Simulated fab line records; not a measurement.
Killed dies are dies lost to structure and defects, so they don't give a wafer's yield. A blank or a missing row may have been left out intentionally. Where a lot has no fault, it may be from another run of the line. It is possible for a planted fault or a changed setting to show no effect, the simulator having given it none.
fab line records || flow n5-finfet
record {"lots": 12, "wafers": 32, "last-day": 18}
route steps=1938 shown BEOL_M7@1311 BEOL_M8@1332
lots that met no fault: from a run of the same line without faults
start-h: hours from the record's opening day to when the first of the lot's shown wafers began || wait-h: hours from the lot's prior step to this one || " the same as in the row above || L1.1+2: a row that stands for several wafers || - no value, or no start was given || * or withheld: withheld || < > ~ a bound
route shown NAME@n: a module of which the file shows steps, and the number in the route of the first || usual: average and standard deviation across the fault-free wafers || same: alike in all rows || chamber/n: place in a boat || sites: the reading at each site || _std_site: the values' standard deviation || _edge_site: inner sites' mean taken away from outer sites' mean || radius-mm: how far each site lies from the wafer's centre || mask NAME#n: copy n || behind: tool/chamber where the wafer was last shaped || hold: reason for holding the lot/hours on hold/outcome of the hold || device: transistor that didn't switch, given as n, p or np || end of line: at the end of the route, the tests of the same wafers || where a step has no rows: the recipe by itself || killed: at the first sort, the dies lost to defects and structure; wafer yield is something else || map: per-die view of a wafer (x killed, . not killed, _ where there is no die)
set.NAME: the setting that was run; set.NAME@STEP: the one run at that earlier step || model.NAME: the simulator's own value behind a step, which no gauge read
steps of the route over a sample of lots; a table a step, a row a wafer
services: when a tool's chamber went out of use (start-h, in hours from the record's first day, below 0 if earlier), for how many hours, and the reason
## steps
# step N5_BEOL_M7_OCD_MEAS_38
# usual {"trench-depth-nm": "94.2/1.6"}
{"lot.wafer": "L179.3", "tool": "ocd-02", "chamber": "-", "start-h": 195.14, "wait-h": "-", "trench-depth-nm": 93.5}
{"lot.wafer": "L179.4", "tool": "ocd-02", "chamber": "-", "start-h": 195.14, "wait-h": "-", "trench-depth-nm": 96.6}
{"lot.wafer": "L179.5", "tool": "ocd-02", "chamber": "-", "start-h": 195.14, "wait-h": "-", "trench-depth-nm": 96.0}
{"lot.wafer": "L183.2", "tool": "ocd-02", "chamber": "-", "start-h": 222.93, "wait-h": "-", "trench-depth-nm": 95.5}
{"lot.wafer": "L183.3", "tool": "ocd-02", "chamber": "-", "start-h": 222.93, "wait-h": "-", "trench-depth-nm": 93.6}
{"lot.wafer": "L183.4", "tool": "ocd-02", "chamber": "-", "start-h": 222.93, "wait-h": "-", "trench-depth-nm": 96.4}
{"lot.wafer": "L182.2", "tool": "ocd-01", "chamber": "-", "start-h": 223.33, "wait-h": "-", "trench-depth-nm": 95.9}
{"lot.wafer": "L182.6", "tool": "ocd-01", "chamber": "-", "start-h": 223.33, "wait-h": "-", "trench-depth-nm": 95.3}
{"lot.wafer": "L184.1", "tool": "ocd-01", "chamber": "-", "start-h": 229.37, "wait-h": "-", "trench-depth-nm": 95.2}
{"lot.wafer": "L184.2", "tool": "ocd-01", "chamber": "-", "start-h": 229.37, "wait-h": "-", "trench-depth-nm": 92.7}
{"lot.wafer": "L185.2", "tool": "ocd-01", "chamber": "-", "start-h": 240.11, "wait-h": "-", "trench-depth-nm": 95.8}
{"lot.wafer": "L185.3", "tool": "ocd-01", "chamber": "-", "start-h": 240.11, "wait-h": "-", "trench-depth-nm": 93.7}
{"lot.wafer": "L185.4", "tool": "ocd-01", "chamber": "-", "start-h": 240.11, "wait-h": "-", "trench-depth-nm": 95.7}
{"lot.wafer": "L192.1", "tool": "ocd-01", "chamber": "-", "start-h": 275.93, "wait-h": "-", "trench-depth-nm": 96.5}
{"lot.wafer": "L192.2", "tool": "ocd-01", "chamber": "-", "start-h": 275.93, "wait-h": "-", "trench-depth-nm": 94.2}
{"lot.wafer": "L192.4", "tool": "ocd-01", "chamber": "-", "start-h": 275.93, "wait-h": "-", "trench-depth-nm": 91.8}
{"lot.wafer": "L194.1", "tool": "ocd-02", "chamber": "-", "start-h": 283.56, "wait-h": "-", "trench-depth-nm": 90.3}
{"lot.wafer": "L194.4", "tool": "ocd-02", "chamber": "-", "start-h": 283.56, "wait-h": "-", "trench-depth-nm": 95.3}
{"lot.wafer": "L194.6", "tool": "ocd-02", "chamber": "-", "start-h": 283.56, "wait-h": "-", "trench-depth-nm": 89.9}
{"lot.wafer": "L195.1", "tool": "ocd-01", "chamber": "-", "start-h": 287.32, "wait-h": "-", "trench-depth-nm": 91.8}
{"lot.wafer": "L195.2", "tool": "ocd-01", "chamber": "-", "start-h": 287.32, "wait-h": "-", "trench-depth-nm": 97.5}
{"lot.wafer": "L195.4", "tool": "ocd-01", "chamber": "-", "start-h": 287.32, "wait-h": "-", "trench-depth-nm": 95.9}
{"lot.wafer": "L196.3", "tool": "ocd-01", "chamber": "-", "start-h": 302.07, "wait-h": "-", "trench-depth-nm": 94.5}
{"lot.wafer": "L196.6", "tool": "ocd-01", "chamber": "-", "start-h": 302.07, "wait-h": "-", "trench-depth-nm": 93.8}
{"lot.wafer": "L197.4", "tool": "ocd-01", "chamber": "-", "start-h": 308.92, "wait-h": "-", "trench-depth-nm": 95.1}
{"lot.wafer": "L197.5", "tool": "ocd-01", "chamber": "-", "start-h": 308.92, "wait-h": "-", "trench-depth-nm": 97.1}
{"lot.wafer": "L197.6", "tool": "ocd-01", "chamber": "-", "start-h": 308.92, "wait-h": "-", "trench-depth-nm": 95.1}
{"lot.wafer": "L200.1", "tool": "ocd-02", "chamber": "-", "start-h": 328.09, "wait-h": "-", "trench-depth-nm": 95.1}
{"lot.wafer": "L200.2", "tool": "ocd-02", "chamber": "-", "start-h": 328.09, "wait-h": "-", "trench-depth-nm": 94.5}
{"lot.wafer": "L200.4", "tool": "ocd-02", "chamber": "-", "start-h": 328.09, "wait-h": "-", "trench-depth-nm": 93.8}
{"lot.wafer": "L201.4", "tool": "ocd-02", "chamber": "-", "start-h": 349.88, "wait-h": "-", "trench-depth-nm": 94.2}
{"lot.wafer": "L201.6", "tool": "ocd-02", "chamber": "-", "start-h": 349.88, "wait-h": "-", "trench-depth-nm": 92.6}
# step N5_BEOL_M7_DEGAS_44
# recipe {"ambient": "vacuum", "temp-c": 250, "time-s": 60}
# usual {"heater-power-w": "325/33"}
{"lot.wafer": "L179.3", "tool": "pvd-sputter-02", "chamber": "-", "start-h": 197.03, "wait-h": 1.4, "heater-power-w": 331}
{"lot.wafer": "L179.4", "tool": "pvd-sputter-02", "chamber": "-", "start-h": 197.03, "wait-h": 1.4, "heater-power-w": 401}
{"lot.wafer": "L179.5", "tool": "pvd-sputter-02", "chamber": "-", "start-h": 197.03, "wait-h": 1.4, "heater-power-w": 285}
{"lot.wafer": "L182.2", "tool": "pvd-sputter-03", "chamber": "-", "start-h": 224.02, "wait-h": 0.2, "heater-power-w": 303}
{"lot.wafer": "L182.6", "tool": "pvd-sputter-03", "chamber": "-", "start-h": 224.02, "wait-h": 0.2, "heater-power-w": 306}
{"lot.wafer": "L183.2", "tool": "pvd-sputter-02", "chamber": "-", "start-h": 225.92, "wait-h": 2.1, "heater-power-w": 329}
{"lot.wafer": "L183.3", "tool": "pvd-sputter-02", "chamber": "-", "start-h": 225.92, "wait-h": 2.1, "heater-power-w": 400}
{"lot.wafer": "L183.4", "tool": "pvd-sputter-02", "chamber": "-", "start-h": 225.92, "wait-h": 2.1, "heater-power-w": 289}
{"lot.wafer": "L184.1", "tool": "pvd-sputter-02", "chamber": "-", "start-h": 230.27, "wait-h": 0.6, "heater-power-w": 341}
{"lot.wafer": "L184.2", "tool": "pvd-sputter-02", "chamber": "-", "start-h": 230.27, "wait-h": 0.6, "heater-power-w": 313}
{"lot.wafer": "L185.2", "tool": "pvd-sputter-02", "chamber": "-", "start-h": 241.35, "wait-h": 0.6, "heater-power-w": 318}
{"lot.wafer": "L185.3", "tool": "pvd-sputter-02", "chamber": "-", "start-h": 241.35, "wait-h": 0.6, "heater-power-w": 283}
{"lot.wafer": "L185.4", "tool": "pvd-sputter-02", "chamber": "-", "start-h": 241.35, "wait-h": 0.6, "heater-power-w": 322}
{"lot.wafer": "L192.1", "tool": "pvd-sputter-01", "chamber": "-", "start-h": 276.60, "wait-h": 0.3, "heater-power-w": 338}
{"lot.wafer": "L192.2", "tool": "pvd-sputter-01", "chamber": "-", "start-h": 276.60, "wait-h": 0.3, "heater-power-w": 295}
{"lot.wafer": "L192.4", "tool": "pvd-sputter-01", "chamber": "-", "start-h": 276.60, "wait-h": 0.3, "heater-power-w": 332}
{"lot.wafer": "L194.1", "tool": "pvd-sputter-01", "chamber": "-", "start-h": 284.25, "wait-h": 0.4, "heater-power-w": 332}
{"lot.wafer": "L194.4", "tool": "pvd-sputter-01", "chamber": "-", "start-h": 284.25, "wait-h": 0.4, "heater-power-w": 329}
{"lot.wafer": "L194.6", "tool": "pvd-sputter-01", "chamber": "-", "start-h": 284.25, "wait-h": 0.4, "heater-power-w": 346}
{"lot.wafer": "L195.1", "tool": "pvd-sputter-01", "chamber": "-", "start-h": 288.45, "wait-h": 0.9, "heater-power-w": 346}
{"lot.wafer": "L195.2", "tool": "pvd-sputter-01", "chamber": "-", "start-h": 288.45, "wait-h": 0.9, "heater-power-w": 287}
{"lot.wafer": "L195.4", "tool": "pvd-sputter-01", "chamber": "-", "start-h": 288.45, "wait-h": 0.9, "heater-power-w": 333}
{"lot.wafer": "L196.3", "tool": "pvd-sputter-02", "chamber": "-", "start-h": 302.59, "wait-h": 0.2, "heater-power-w": 391}
{"lot.wafer": "L196.6", "tool": "pvd-sputter-02", "chamber": "-", "start-h": 302.59, "wait-h": 0.2, "heater-power-w": 397}
{"lot.wafer": "L197.4", "tool": "pvd-sputter-02", "chamber": "-", "start-h": 309.99, "wait-h": 0.5, "heater-power-w": 282}
{"lot.wafer": "L197.5", "tool": "pvd-sputter-02", "chamber": "-", "start-h": 309.99, "wait-h": 0.5, "heater-power-w": 400}
{"lot.wafer": "L197.6", "tool": "pvd-sputter-02", "chamber": "-", "start-h": 309.99, "wait-h": 0.5, "heater-power-w": 327}
{"lot.wafer": "L200.1", "tool": "pvd-sputter-02", "chamber": "-", "start-h": 329.45, "wait-h": 1.1, "heater-power-w": 319}
{"lot.wafer": "L200.2", "tool": "pvd-sputter-02", "chamber": "-", "start-h": 329.45, "wait-h": 1.1, "heater-power-w": 308}
{"lot.wafer": "L200.4", "tool": "pvd-sputter-02", "chamber": "-", "start-h": 329.45, "wait-h": 1.1, "heater-power-w": 331}
{"lot.wafer": "L201.4", "tool": "pvd-sputter-01", "chamber": "-", "start-h": 350.93, "wait-h": 0.6, "heater-power-w": 350}
{"lot.wafer": "L201.6", "tool": "pvd-sputter-01", "chamber": "-", "start-h": 350.93, "wait-h": 0.6, "heater-power-w": 353}
# step N5_BEOL_M7_INSPECT_58
# recipe {"inspect-instrument": "darkfield", "mode": "post-dep"}
# usual {"raw-defect-count": "69/22"}
{"lot.wafer": "L179.3", "tool": "defect-inspect-02", "chamber": "-", "start-h": 198.78, "wait-h": 0.0, "raw-defect-count": 88}
{"lot.wafer": "L179.4", "tool": "defect-inspect-02", "chamber": "-", "start-h": 198.78, "wait-h": 0.0, "raw-defect-count": 109}
{"lot.wafer": "L179.5", "tool": "defect-inspect-02", "chamber": "-", "start-h": 198.78, "wait-h": 0.0, "raw-defect-count": 105}
{"lot.wafer": "L182.2", "tool": "defect-inspect-01", "chamber": "-", "start-h": 227.32, "wait-h": 0.0, "raw-defect-count": 63}
{"lot.wafer": "L182.6", "tool": "defect-inspect-01", "chamber": "-", "start-h": 227.32, "wait-h": 0.0, "raw-defect-count": 73}
{"lot.wafer": "L183.2", "tool": "defect-inspect-01", "chamber": "-", "start-h": 227.89, "wait-h": 0.0, "raw-defect-count": 74}
{"lot.wafer": "L183.3", "tool": "defect-inspect-01", "chamber": "-", "start-h": 227.89, "wait-h": 0.0, "raw-defect-count": 70}
{"lot.wafer": "L183.4", "tool": "defect-inspect-01", "chamber": "-", "start-h": 227.89, "wait-h": 0.0, "raw-defect-count": 55}
{"lot.wafer": "L184.1", "tool": "defect-inspect-02", "chamber": "-", "start-h": 232.16, "wait-h": 0.0, "raw-defect-count": 46}
{"lot.wafer": "L184.2", "tool": "defect-inspect-02", "chamber": "-", "start-h": 232.16, "wait-h": 0.0, "raw-defect-count": 126}
{"lot.wafer": "L185.2", "tool": "defect-inspect-01", "chamber": "-", "start-h": 243.59, "wait-h": 0.0, "raw-defect-count": 59}
{"lot.wafer": "L185.3", "tool": "defect-inspect-01", "chamber": "-", "start-h": 243.59, "wait-h": 0.0, "raw-defect-count": 52}
{"lot.wafer": "L185.4", "tool": "defect-inspect-01", "chamber": "-", "start-h": 243.59, "wait-h": 0.0, "raw-defect-count": 40}
{"lot.wafer": "L192.1", "tool": "defect-inspect-02", "chamber": "-", "start-h": 279.43, "wait-h": 0.0, "raw-defect-count": 107}
{"lot.wafer": "L192.2", "tool": "defect-inspect-02", "chamber": "-", "start-h": 279.43, "wait-h": 0.0, "raw-defect-count": 78}
{"lot.wafer": "L192.4", "tool": "defect-inspect-02", "chamber": "-", "start-h": 279.43, "wait-h": 0.0, "raw-defect-count": 71}
{"lot.wafer": "L194.1", "tool": "defect-inspect-02", "chamber": "-", "start-h": 286.57, "wait-h": 0.0, "raw-defect-count": 79}
{"lot.wafer": "L194.4", "tool": "defect-inspect-02", "chamber": "-", "start-h": 286.57, "wait-h": 0.0, "raw-defect-count": 103}
{"lot.wafer": "L194.6", "tool": "defect-inspect-02", "chamber": "-", "start-h": 286.57, "wait-h": 0.0, "raw-defect-count": 87}
{"lot.wafer": "L195.1", "tool": "defect-inspect-02", "chamber": "-", "start-h": 290.63, "wait-h": 0.0, "raw-defect-count": 84}
{"lot.wafer": "L195.2", "tool": "defect-inspect-02", "chamber": "-", "start-h": 290.63, "wait-h": 0.0, "raw-defect-count": 63}
{"lot.wafer": "L195.4", "tool": "defect-inspect-02", "chamber": "-", "start-h": 290.63, "wait-h": 0.0, "raw-defect-count": 87}
{"lot.wafer": "L196.3", "tool": "defect-inspect-01", "chamber": "-", "start-h": 306.29, "wait-h": 0.0, "raw-defect-count": 59}
{"lot.wafer": "L196.6", "tool": "defect-inspect-01", "chamber": "-", "start-h": 306.29, "wait-h": 0.0, "raw-defect-count": 80}
{"lot.wafer": "L197.4", "tool": "defect-inspect-01", "chamber": "-", "start-h": 313.29, "wait-h": 0.0, "raw-defect-count": 37}
{"lot.wafer": "L197.5", "tool": "defect-inspect-01", "chamber": "-", "start-h": 313.29, "wait-h": 0.0, "raw-defect-count": 77}
{"lot.wafer": "L197.6", "tool": "defect-inspect-01", "chamber": "-", "start-h": 313.29, "wait-h": 0.0, "raw-defect-count": 68}
{"lot.wafer": "L200.1", "tool": "defect-inspect-02", "chamber": "-", "start-h": 331.27, "wait-h": 0.0, "raw-defect-count": 68}
{"lot.wafer": "L200.2", "tool": "defect-inspect-02", "chamber": "-", "start-h": 331.27, "wait-h": 0.0, "raw-defect-count": 39}
{"lot.wafer": "L200.4", "tool": "defect-inspect-02", "chamber": "-", "start-h": 331.27, "wait-h": 0.0, "raw-defect-count": 48}
{"lot.wafer": "L201.4", "tool": "defect-inspect-01", "chamber": "-", "start-h": 352.71, "wait-h": 0.0, "raw-defect-count": 51}
{"lot.wafer": "L201.6", "tool": "defect-inspect-01", "chamber": "-", "start-h": 352.71, "wait-h": 0.0, "raw-defect-count": 46}
# step N5_BEOL_M8_ILD_DEP_00
# recipe {"material": "SiCOH_lowk", "target-thk-a": 1797.5, "temp-c": 300, "precursor": "DEMS/porogen", "pressure-torr": 5, "rf-w": 500, "time-s": 33.4}
# usual {"heater-power-w": "334/69", "showerhead-plenum-p-Torr": "5.742/0.019", "throttle-valve-pct": "14.3/0.81"}
{"lot.wafer": "L179.3", "tool": "pecvd-01", "chamber": 0, "start-h": 198.84, "wait-h": 0.1, "heater-power-w": 230, "showerhead-plenum-p-Torr": 5.720, "throttle-valve-pct": 14.6}
{"lot.wafer": "L179.4", "tool": "pecvd-01", "chamber": 1, "start-h": 198.84, "wait-h": 0.1, "heater-power-w": 332, "showerhead-plenum-p-Torr": 5.771, "throttle-valve-pct": 15.5}
{"lot.wafer": "L179.5", "tool": "pecvd-01", "chamber": 1, "start-h": 198.84, "wait-h": 0.1, "heater-power-w": 324, "showerhead-plenum-p-Torr": 5.759, "throttle-valve-pct": 15.5}
{"lot.wafer": "L182.2", "tool": "pecvd-01", "chamber": 2, "start-h": 227.36, "wait-h": 0.0, "heater-power-w": 327, "showerhead-plenum-p-Torr": 5.746, "throttle-valve-pct": 13.8}
{"lot.wafer": "L182.6", "tool": "pecvd-01", "chamber": 0, "start-h": 227.36, "wait-h": 0.0, "heater-power-w": 190, "showerhead-plenum-p-Torr": 5.730, "throttle-valve-pct": 14.7}
{"lot.wafer": "L183.2", "tool": "pecvd-04", "chamber": 2, "start-h": 227.93, "wait-h": 0.0, "heater-power-w": 385, "showerhead-plenum-p-Torr": 5.754, "throttle-valve-pct": 12.9}
{"lot.wafer": "L183.3", "tool": "pecvd-04", "chamber": 0, "start-h": 227.93, "wait-h": 0.0, "heater-power-w": 452, "showerhead-plenum-p-Torr": 5.720, "throttle-valve-pct": 14.5}
{"lot.wafer": "L183.4", "tool": "pecvd-04", "chamber": 2, "start-h": 227.93, "wait-h": 0.0, "heater-power-w": 394, "showerhead-plenum-p-Torr": 5.757, "throttle-valve-pct": 12.9}
{"lot.wafer": "L184.1", "tool": "pecvd-01", "chamber": 1, "start-h": 232.19, "wait-h": 0.0, "heater-power-w": 295, "showerhead-plenum-p-Torr": 5.753, "throttle-valve-pct": 15.6}
{"lot.wafer": "L184.2", "tool": "pecvd-01", "chamber": 0, "start-h": 232.19, "wait-h": 0.0, "heater-power-w": 185, "showerhead-plenum-p-Torr": 5.724, "throttle-valve-pct": 14.7}
{"lot.wafer": "L185.2", "tool": "pecvd-01", "chamber": 1, "start-h": 243.63, "wait-h": 0.0, "heater-power-w": 317, "showerhead-plenum-p-Torr": 5.761, "throttle-valve-pct": 15.4}
{"lot.wafer": "L185.3", "tool": "pecvd-01", "chamber": 2, "start-h": 243.63, "wait-h": 0.0, "heater-power-w": 291, "showerhead-plenum-p-Torr": 5.756, "throttle-valve-pct": 13.5}
{"lot.wafer": "L185.4", "tool": "pecvd-01", "chamber": 1, "start-h": 243.63, "wait-h": 0.0, "heater-power-w": 331, "showerhead-plenum-p-Torr": 5.764, "throttle-valve-pct": 15.5}
{"lot.wafer": "L192.1", "tool": "pecvd-01", "chamber": 2, "start-h": 279.47, "wait-h": 0.0, "heater-power-w": 290, "showerhead-plenum-p-Torr": 5.740, "throttle-valve-pct": 14.0}
{"lot.wafer": "L192.2", "tool": "pecvd-01", "chamber": 1, "start-h": 279.47, "wait-h": 0.0, "heater-power-w": 311, "showerhead-plenum-p-Torr": 5.740, "throttle-valve-pct": 15.7}
{"lot.wafer": "L192.4", "tool": "pecvd-01", "chamber": 1, "start-h": 279.47, "wait-h": 0.0, "heater-power-w": 309, "showerhead-plenum-p-Torr": 5.760, "throttle-valve-pct": 15.7}
{"lot.wafer": "L194.1", "tool": "pecvd-01", "chamber": 1, "start-h": 286.60, "wait-h": 0.0, "heater-power-w": 320, "showerhead-plenum-p-Torr": 5.746, "throttle-valve-pct": 15.4}
{"lot.wafer": "L194.4", "tool": "pecvd-01", "chamber": 1, "start-h": 286.60, "wait-h": 0.0, "heater-power-w": 328, "showerhead-plenum-p-Torr": 5.755, "throttle-valve-pct": 15.5}
{"lot.wafer": "L194.6", "tool": "pecvd-01", "chamber": 1, "start-h": 286.60, "wait-h": 0.0, "heater-power-w": 325, "showerhead-plenum-p-Torr": 5.761, "throttle-valve-pct": 15.8}
{"lot.wafer": "L195.1", "tool": "pecvd-03", "chamber": 2, "start-h": 290.66, "wait-h": 0.0, "heater-power-w": 322, "showerhead-plenum-p-Torr": 5.722, "throttle-valve-pct": 13.1}
{"lot.wafer": "L195.2", "tool": "pecvd-03", "chamber": 0, "start-h": 290.66, "wait-h": 0.0, "heater-power-w": 354, "showerhead-plenum-p-Torr": 5.768, "throttle-valve-pct": 14.0}
{"lot.wafer": "L195.4", "tool": "pecvd-03", "chamber": 2, "start-h": 290.66, "wait-h": 0.0, "heater-power-w": 318, "showerhead-plenum-p-Torr": 5.731, "throttle-valve-pct": 13.0}
{"lot.wafer": "L196.3", "tool": "pecvd-04", "chamber": 2, "start-h": 306.33, "wait-h": 0.0, "heater-power-w": 320, "showerhead-plenum-p-Torr": 5.762, "throttle-valve-pct": 13.4}
{"lot.wafer": "L196.6", "tool": "pecvd-04", "chamber": 0, "start-h": 306.33, "wait-h": 0.0, "heater-power-w": 401, "showerhead-plenum-p-Torr": 5.748, "throttle-valve-pct": 14.6}
{"lot.wafer": "L197.4", "tool": "pecvd-04", "chamber": 0, "start-h": 313.35, "wait-h": 0.1, "heater-power-w": 430, "showerhead-plenum-p-Torr": 5.731, "throttle-valve-pct": 14.8}
{"lot.wafer": "L197.5", "tool": "pecvd-04", "chamber": 2, "start-h": 313.35, "wait-h": 0.1, "heater-power-w": 364, "showerhead-plenum-p-Torr": 5.773, "throttle-valve-pct": 13.1}
{"lot.wafer": "L197.6", "tool": "pecvd-04", "chamber": 1, "start-h": 313.35, "wait-h": 0.1, "heater-power-w": 360, "showerhead-plenum-p-Torr": 5.715, "throttle-valve-pct": 14.1}
{"lot.wafer": "L200.1", "tool": "pecvd-04", "chamber": 0, "start-h": 331.31, "wait-h": 0.0, "heater-power-w": 432, "showerhead-plenum-p-Torr": 5.741, "throttle-valve-pct": 14.6}
{"lot.wafer": "L200.2", "tool": "pecvd-04", "chamber": 1, "start-h": 331.31, "wait-h": 0.0, "heater-power-w": 371, "showerhead-plenum-p-Torr": 5.721, "throttle-valve-pct": 14.1}
{"lot.wafer": "L200.4", "tool": "pecvd-04", "chamber": 0, "start-h": 331.31, "wait-h": 0.0, "heater-power-w": 451, "showerhead-plenum-p-Torr": 5.738, "throttle-valve-pct": 14.6}
{"lot.wafer": "L201.4", "tool": "pecvd-01", "chamber": 2, "start-h": 352.77, "wait-h": 0.1, "heater-power-w": 339, "showerhead-plenum-p-Torr": 5.752, "throttle-valve-pct": 13.8}
{"lot.wafer": "L201.6", "tool": "pecvd-01", "chamber": 1, "start-h": 352.77, "wait-h": 0.1, "heater-power-w": 289, "showerhead-plenum-p-Torr": 5.765, "throttle-valve-pct": 15.7}
# step N5_BEOL_M8_THK_MEAS_01
# recipe {"reads": "SiCOH_lowk_of_BEOL_M8_ILD_DEP_00"}
# usual {"M8_ILD_THK": "154.7/1.8"}
{"lot.wafer": "L179.3", "tool": "film-metro-01", "chamber": "-", "start-h": 199.42, "wait-h": 0.3, "M8_ILD_THK[nm]": 157.0}
{"lot.wafer": "L179.4", "tool": "film-metro-01", "chamber": "-", "start-h": 199.42, "wait-h": 0.3, "M8_ILD_THK[nm]": 155.5}
{"lot.wafer": "L179.5", "tool": "film-metro-01", "chamber": "-", "start-h": 199.42, "wait-h": 0.3, "M8_ILD_THK[nm]": 155.1}
{"lot.wafer": "L182.2", "tool": "film-metro-01", "chamber": "-", "start-h": 228.07, "wait-h": 0.4, "M8_ILD_THK[nm]": 153.2}
{"lot.wafer": "L182.6", "tool": "film-metro-01", "chamber": "-", "start-h": 228.07, "wait-h": 0.4, "M8_ILD_THK[nm]": 156.0}
{"lot.wafer": "L183.2", "tool": "film-metro-01", "chamber": "-", "start-h": 228.55, "wait-h": 0.4, "M8_ILD_THK[nm]": 154.2}
{"lot.wafer": "L183.3", "tool": "film-metro-01", "chamber": "-", "start-h": 228.55, "wait-h": 0.4, "M8_ILD_THK[nm]": 151.3}
{"lot.wafer": "L183.4", "tool": "film-metro-01", "chamber": "-", "start-h": 228.55, "wait-h": 0.4, "M8_ILD_THK[nm]": 157.2}
{"lot.wafer": "L184.1", "tool": "film-metro-02", "chamber": "-", "start-h": 234.72, "wait-h": 0.8, "M8_ILD_THK[nm]": 153.6}
{"lot.wafer": "L184.2", "tool": "film-metro-02", "chamber": "-", "start-h": 234.72, "wait-h": 0.8, "M8_ILD_THK[nm]": 155.5}
{"lot.wafer": "L185.2", "tool": "film-metro-02", "chamber": "-", "start-h": 244.21, "wait-h": 0.4, "M8_ILD_THK[nm]": 152.9}
{"lot.wafer": "L185.3", "tool": "film-metro-02", "chamber": "-", "start-h": 244.21, "wait-h": 0.4, "M8_ILD_THK[nm]": 153.9}
{"lot.wafer": "L185.4", "tool": "film-metro-02", "chamber": "-", "start-h": 244.21, "wait-h": 0.4, "M8_ILD_THK[nm]": 156.1}
{"lot.wafer": "L192.1", "tool": "film-metro-02", "chamber": "-", "start-h": 280.07, "wait-h": 0.4, "M8_ILD_THK[nm]": 153.8}
{"lot.wafer": "L192.2", "tool": "film-metro-02", "chamber": "-", "start-h": 280.07, "wait-h": 0.4, "M8_ILD_THK[nm]": 151.1}
{"lot.wafer": "L192.4", "tool": "film-metro-02", "chamber": "-", "start-h": 280.07, "wait-h": 0.4, "M8_ILD_THK[nm]": 117.5}
{"lot.wafer": "L194.1", "tool": "film-metro-02", "chamber": "-", "start-h": 287.22, "wait-h": 0.4, "M8_ILD_THK[nm]": 150.4}
{"lot.wafer": "L194.4", "tool": "film-metro-02", "chamber": "-", "start-h": 287.22, "wait-h": 0.4, "M8_ILD_THK[nm]": 116.9}
{"lot.wafer": "L194.6", "tool": "film-metro-02", "chamber": "-", "start-h": 287.22, "wait-h": 0.4, "M8_ILD_THK[nm]": 155.6}
{"lot.wafer": "L195.1", "tool": "film-metro-02", "chamber": "-", "start-h": 291.24, "wait-h": 0.4, "M8_ILD_THK[nm]": 155.2}
{"lot.wafer": "L195.2", "tool": "film-metro-02", "chamber": "-", "start-h": 291.24, "wait-h": 0.4, "M8_ILD_THK[nm]": 153.3}
{"lot.wafer": "L195.4", "tool": "film-metro-02", "chamber": "-", "start-h": 291.24, "wait-h": 0.4, "M8_ILD_THK[nm]": 154.7}
{"lot.wafer": "L196.3", "tool": "film-metro-02", "chamber": "-", "start-h": 307.39, "wait-h": 0.5, "M8_ILD_THK[nm]": 152.4}
{"lot.wafer": "L196.6", "tool": "film-metro-02", "chamber": "-", "start-h": 307.39, "wait-h": 0.5, "M8_ILD_THK[nm]": 154.4}
{"lot.wafer": "L197.4", "tool": "film-metro-01", "chamber": "-", "start-h": 313.91, "wait-h": 0.2, "M8_ILD_THK[nm]": 156.8}
{"lot.wafer": "L197.5", "tool": "film-metro-01", "chamber": "-", "start-h": 313.91, "wait-h": 0.2, "M8_ILD_THK[nm]": 158.3}
{"lot.wafer": "L197.6", "tool": "film-metro-01", "chamber": "-", "start-h": 313.91, "wait-h": 0.2, "M8_ILD_THK[nm]": 156.8}
{"lot.wafer": "L200.1", "tool": "film-metro-02", "chamber": "-", "start-h": 331.89, "wait-h": 0.4, "M8_ILD_THK[nm]": 153.3}
{"lot.wafer": "L200.2", "tool": "film-metro-02", "chamber": "-", "start-h": 331.89, "wait-h": 0.4, "M8_ILD_THK[nm]": 155.4}
{"lot.wafer": "L200.4", "tool": "film-metro-02", "chamber": "-", "start-h": 331.89, "wait-h": 0.4, "M8_ILD_THK[nm]": 154.6}
{"lot.wafer": "L201.4", "tool": "film-metro-02", "chamber": "-", "start-h": 353.32, "wait-h": 0.2, "M8_ILD_THK[nm]": 154.4}
{"lot.wafer": "L201.6", "tool": "film-metro-02", "chamber": "-", "start-h": 353.32, "wait-h": 0.2, "M8_ILD_THK[nm]": 155.1}
## services
{"tool": "pecvd-04", "chamber": 0, "start-h": 175.31, "hours": 5.5, "kind": "scheduled-down"}
{"tool": "pecvd-01", "chamber": 2, "start-h": 184.32, "hours": 17.0, "kind": "repair"}
{"tool": "pecvd-03", "chamber": 2, "start-h": 202.56, "hours": "-", "kind": "clean"}
{"tool": "pecvd-03", "chamber": 2, "start-h": 202.56, "hours": "-", "kind": "consumable-replace:showerhead"}
{"tool": "pecvd-03", "chamber": 2, "start-h": 202.56, "hours": 29.0, "kind": "scheduled-down"}
{"tool": "pecvd-03", "chamber": 2, "start-h": 202.56, "hours": 29.0, "kind": "vent-cycle"}
{"tool": "pecvd-03", "chamber": 0, "start-h": 209.72, "hours": 2.1, "kind": "scheduled-down"}
{"tool": "pecvd-03", "chamber": "-", "start-h": 231.62, "hours": 0.9, "kind": "repair"}
{"tool": "pecvd-01", "chamber": 0, "start-h": 267.38, "hours": 19.8, "kind": "repair"}
{"tool": "pecvd-04", "chamber": "-", "start-h": 279.00, "hours": 2.8, "kind": "pm"}
{"tool": "pvd-sputter-03", "chamber": "-", "start-h": 291.12, "hours": 9.5, "kind": "repair"}
{"tool": "pecvd-03", "chamber": 2, "start-h": 309.88, "hours": 2.1, "kind": "scheduled-down"}
{"tool": "pecvd-03", "chamber": 2, "start-h": 333.14, "hours": 18.1, "kind": "repair"}
{"tool": "pecvd-03", "chamber": "-", "start-h": 352.72, "hours": 0.6, "kind": "repair"}
## key
first-sign {"step": "N5_BEOL_M8_THK_MEAS_01", "reading": "M8_ILD_THK", "direction": "down", "sigmas": 21, "usual": 154.7, "struck": 117.2}
effect none on later readings
met-at N5_BEOL_M8_ILD_DEP_00
struck-lots L192,L194
struck-wafers L192.4,L194.4
not-acting-at N5_BEOL_M7_OCD_MEAS_38,N5_BEOL_M7_DEGAS_44,N5_BEOL_M7_INSPECT_58
onset-between 243.63 279.47
fault {"kind": "process-parameter-drift", "tool": "pecvd-01", "chamber": "-", "onset-h": 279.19, "steps": "N5_BEOL_M8_ILD_DEP_00", "channel": "time-s", "offset": "*", "shape": "step", "end-h": 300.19, "scope": "struck-wafers-only", "acts-in": "*", "stated": "*"}
